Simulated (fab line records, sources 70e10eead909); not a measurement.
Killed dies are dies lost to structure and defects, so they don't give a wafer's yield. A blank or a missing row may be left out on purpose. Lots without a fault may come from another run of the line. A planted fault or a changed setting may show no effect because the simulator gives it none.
Problem report in the 8D (eight disciplines) form, filled by code | flow nand_harc | the parts of the form that need people (team, actions taken, sign-off) are left out

1. THE PROBLEM
killed_at_array at NHARC_END_SORT_01 reads a mean of 668 on 3 wafers of 1 lot; wafers without a fault read 64 with a standard deviation of 16. That is +38 standard deviations from the usual mean.
First seen on wafer L207.3, day 30 12:36, on prober-02. The record holds 39 wafers of 13 lots with a number at this step. Rule for "out", or "out of limits": more than 4 standard deviations from the usual mean. The other wafers with a number count as sound.

2. WHAT IT IS AND WHAT IT IS NOT
question                    | is                           | is not
which readings at this step | killed_at_array, killed_dies | killed_at_other, killed_open, killed_short
which lots                  | L207                         | L193, L194, L195, L196, L198, L199, L200, L201, L202, L212, L213, L216
which wafers of those lots  | all that have a number       | -
read on which gauges        | prober-02                    | prober-01
when                        | from day 30 12:36            | up to then (27 sound wafers); but 9 sound wafers of L212, L213, L216 came after

3. SUSPECTS, AND WHAT RULES EACH OUT
Counting: a tool at a process step up to the reading stays a suspect if it ran every lot that is out and no sound lot after the first of them.
- the gauge at NHARC_END_SORT_01: kept. All the wafers that are out were read on prober-02, and no step on other tools shows them out.
- lpcvd-01 at NHARC_A_STAIRCASE_CVD_552 (deposits SiNx, target thk 40 nm): ruled out as a lasting fault. Sound lots L216 ran on it after its first lot that is out, L207 (day 23 05:01).
Left after counting: prober-02 at NHARC_END_SORT_01.

4. THE CAUSE (what the simulator had put in)
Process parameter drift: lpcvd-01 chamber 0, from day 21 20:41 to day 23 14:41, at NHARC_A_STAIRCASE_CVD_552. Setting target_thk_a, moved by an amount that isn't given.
Counting ruled it out, wrongly: the rule takes a fault to strike every lot that its tool runs from its start on, and this one did not.

5. THE CHAIN OF EFFECTS, in route order
Each row: a reading whose mean over the struck wafers that have a number lies more than 3 standard deviations from the usual. Only readings for which the record gives a usual standard deviation are gone through. hours: the time from each lot's start at the first step in this table that gives one to its start at this step, as a median over the lots. sigmas: the change in usual standard deviations.
hours | step              | reading         | usual | on struck wafers | change | sigmas
0     | NHARC_END_SORT_01 | killed_at_array | 64    | 668              | +604   | +38
0     | NHARC_END_SORT_01 | killed_dies     | 69    | 677              | +608   | +36

6. WHAT WOULD HAVE CAUGHT IT SOONER
In this record the first reading out of limits at a measuring or inspecting step was taken at day 30 12:36, 208 hours after the fault began at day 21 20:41.
Of the tool readings at NHARC_A_STAIRCASE_CVD_552 for which the record gives a usual standard deviation, none was out on any struck wafer, so an alarm limit of 4 standard deviations on them would not have fired.
